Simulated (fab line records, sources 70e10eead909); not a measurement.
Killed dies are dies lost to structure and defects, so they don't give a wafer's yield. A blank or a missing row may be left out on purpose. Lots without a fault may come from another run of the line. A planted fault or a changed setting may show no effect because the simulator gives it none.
Problem report in the 8D (eight disciplines) form, filled by code | flow nand_harc | the parts of the form that need people (team, actions taken, sign-off) are left out

1. THE PROBLEM
raw_defect_count at NHARC_P_CONTACT_INSPECT_14 reads a mean of 938.0 on 2 wafers of 1 lot; wafers without a fault read 3.6 with a standard deviation of 2.1. That is +99 or more standard deviations from the usual mean.
First seen on wafer L614.3, day 11 03:46, on defect_inspect-02. The record holds 36 wafers of 12 lots with a number at this step. Rule for "out", or "out of limits": more than 4 standard deviations from the usual mean. The other wafers with a number count as sound.

2. WHAT IT IS AND WHAT IT IS NOT
question                    | is                | is not
which readings at this step | raw_defect_count  | -
which lots                  | L614              | L593, L594, L596, L597, L598, L599, L600, L601, L603, L604, L608
which wafers of those lots  | L614.3, L614.5    | L614.1
read on which gauges        | defect_inspect-02 | defect_inspect-01
when                        | from day 11 03:46 | up to then (34 sound wafers)

3. SUSPECTS, AND WHAT RULES EACH OUT
Counting: a tool at a process step up to the reading stays a suspect if it ran every lot that is out. Sound lots after the first of them don't rule it out here, since some wafers of a struck lot are sound.
- the gauge at NHARC_P_CONTACT_INSPECT_14: ruled out. All the wafers that are out were read on defect_inspect-02, but those of them that NHARC_END_SORT_01 has rows for are out there too, on other tools.
- plasma_asher-01 at NHARC_P_GATE_STRIP_113 (strips in N2/H2, time 740 s): kept. It ran the lot that is out, L614 (day 10 23:35); its last sound lot up to then is L604 (day 8 20:25).
- cmp-04 at NHARC_P_CONTACT_CMP_01 (polishes SiO2, target thk 200 nm): kept. It ran the lot that is out, L614 (day 11 02:47); its last sound lot up to then is L604 (day 8 23:44).
- Within plasma_asher-01 at NHARC_P_GATE_STRIP_113: the wafers that are out ran in chamber 0; their sound lot-mates ran in chamber 1.
- Within cmp-04 at NHARC_P_CONTACT_CMP_01: the wafers that are out ran in chamber 0; their sound lot-mates ran in chamber 1.
Left after counting: plasma_asher-01 at NHARC_P_GATE_STRIP_113, cmp-04 at NHARC_P_CONTACT_CMP_01.

4. THE CAUSE (what the simulator had put in)
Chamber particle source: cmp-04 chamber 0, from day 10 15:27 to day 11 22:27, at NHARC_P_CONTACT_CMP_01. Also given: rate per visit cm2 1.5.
Counting left 2 suspects, and this tool is among them.

5. THE CHAIN OF EFFECTS, in route order
Each row: a reading whose mean over the struck wafers that have a number lies more than 3 standard deviations from the usual. Only readings for which the record gives a usual standard deviation are gone through. hours: the time from each lot's start at the first step in this table that gives one to its start at this step, as a median over the lots. sigmas: the change in usual standard deviations.
hours | step                       | reading             | usual | on struck wafers | change | sigmas
0     | NHARC_P_CONTACT_INSPECT_14 | raw_defect_count    | 3.6   | 938.0            | +934.4 | +99 or more
345   | NHARC_END_SORT_01          | killed_at_periphery | 2.9   | 487.0            | +484.1 | +99 or more
345   | NHARC_END_SORT_01          | killed_dies         | 32    | 499              | +467   | +42

6. WHAT WOULD HAVE CAUGHT IT SOONER
In this record the first reading out of limits at a measuring or inspecting step was taken at day 11 03:46, 12 hours after the fault began at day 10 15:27.
Of the tool readings at NHARC_P_CONTACT_CMP_01 for which the record gives a usual standard deviation, none was out on any struck wafer, so an alarm limit of 4 standard deviations on them would not have fired.
All the lots that are out (1) had begun NHARC_P_CONTACT_CMP_01 on cmp-04 by day 11 03:46. A hold on the tool at that time would have spared none of them.
